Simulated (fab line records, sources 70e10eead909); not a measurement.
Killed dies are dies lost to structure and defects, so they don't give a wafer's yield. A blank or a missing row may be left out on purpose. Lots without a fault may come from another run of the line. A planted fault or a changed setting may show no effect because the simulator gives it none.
A struck lot beside a sound one | flow nand_harc | 15 steps out of a route of 1159
Sound: wafers L373.2, L373.3, L373.6. Struck: wafers L380.2, L380.4, L380.5. The cause comes at the end.
At each step with rows: each side's tool, then ch and its chambers, then its first start. Under that, the readings that differ: sound wafers | struck wafers | difference of the means | sigmas: that difference in standard deviations of wafers without a fault.
alike: readings whose means differ by less than 2 such deviations, and words and numbers that are the same on both sides. not compared: withheld readings, readings that some wafer has no value for, bounds like >300 that may hide the same value, and numbers for which the record gives no deviation and whose values overlap.
The two part at a step that has a row with sigmas, a row that says differs or no value, or rows on one side only. Numbers that don't overlap but have no deviation are shown without sigmas and don't part them. A reading that every wafer of one side lacks parts them only if that side has two wafers or more.

first, 1 step without rows for these wafers: NHARC_A_ONON_D1_DEP_12 (target thk 1000 nm).
NHARC_A_ONON_D1_THK_MEAS_14: measures by ellipsometry.
  sound on film_metro-01, day 9 16:55; struck on film_metro-01, day 11 20:53
  alike: thk_nm
then, 2 steps without rows for these wafers: NHARC_A_ONON_D1_ANNEAL_15 (time 3600 s); NHARC_A_ONON_D1_DEP_16 (target thk 1000 nm).
NHARC_A_ONON_D1_THK_MEAS_18: measures by ellipsometry.
  sound on film_metro-02, day 10 00:02; struck on film_metro-01, day 12 03:59
  alike: thk_nm
then, 1 step without rows for these wafers: NHARC_A_ONON_D1_DEP_19 (target thk 1000 nm).
NHARC_A_ONON_D1_THK_MEAS_21: measures by ellipsometry.
  sound on film_metro-02, day 10 00:36; struck on film_metro-01, day 12 04:33
  alike: thk_nm
then, 1 step without rows for these wafers: NHARC_A_ONON_D1_DEP_22 (target thk 1000 nm).
NHARC_A_ONON_D1_THK_MEAS_24: measures by ellipsometry.
  sound on film_metro-02, day 10 01:10; struck on film_metro-01, day 12 05:07
  alike: thk_nm
then, 1 step without rows for these wafers: NHARC_A_ONON_D1_DEP_25 (target thk 1000 nm).
NHARC_A_ONON_D1_THK_MEAS_27: measures by ellipsometry.
  sound on film_metro-01, day 10 01:44; struck on film_metro-02, day 12 05:41
  alike: thk_nm
NHARC_A_ONON_D1_DEP_28: target thk 1000 nm.
  sound on pecvd_onon-02 ch 0, day 10 01:51; struck on pecvd_onon-02 ch 0, day 12 05:48
  reading              | sound             | struck            | difference | sigmas
  nh3_flow_sccm (sccm) | 496.9 496.7 496.9 | 502.9 500.1 501.8 | +4.8       | +3
  alike: n2o_flow_sccm
NHARC_A_ONON_D1_THK_MEAS_30: measures by ellipsometry.
  sound on film_metro-01, day 10 02:18; struck on film_metro-02, day 12 06:25
  reading     | sound       | struck      | difference | sigmas
  thk_nm (nm) | 992 993 992 | 698 697 697 | -295       | -27
  not compared: hold
NHARC_A_ONON_D1_DEP_33: deposits SiO2, target thk 200 nm.
  sound on pecvd-03 ch 0,1, day 10 02:24; struck on pecvd-01 ch 1,2, day 12 09:40
  reading | sound | struck                                                                     | difference                   | sigmas
  hold    | - - - | await_dispo/3.1h/release await_dispo/3.1h/release await_dispo/3.1h/release | no value on the sound wafers |
  alike: heater_power_w, throttle_valve_pct
-- the record jumps here: 12 days lie between the struck wafers' starts before and after (it left off in module A_ONON_D1 and takes up again in module END, whose first step shown is number 1159 of the route) --
NHARC_END_SORT_01:
  sound on prober-01 ch 0, day 21 22:55; struck on prober-01 ch 0, day 24 20:20
  reading         | sound    | struck                                                               | difference                   | sigmas
  hold            | - - -    | await_dispo/2.3h/scrap await_dispo/2.3h/scrap await_dispo/2.3h/scrap | no value on the sound wafers |
  killed_at_array | 19 22 14 | 672 675 673                                                          | +655                         | +67
  killed_dies     | 25 29 20 | 677 677 677                                                          | +652                         | +65
  alike: killed_at_other, killed_at_periphery, killed_open, killed_short

WHERE THEY PART
First at NHARC_A_ONON_D1_DEP_28; last, within this record, at NHARC_END_SORT_01.

WHY: what the simulator had put in
Process parameter drift: pecvd_onon-02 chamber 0, from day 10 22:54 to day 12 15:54, at NHARC_A_ONON_D1_DEP_28. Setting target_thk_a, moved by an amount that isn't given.
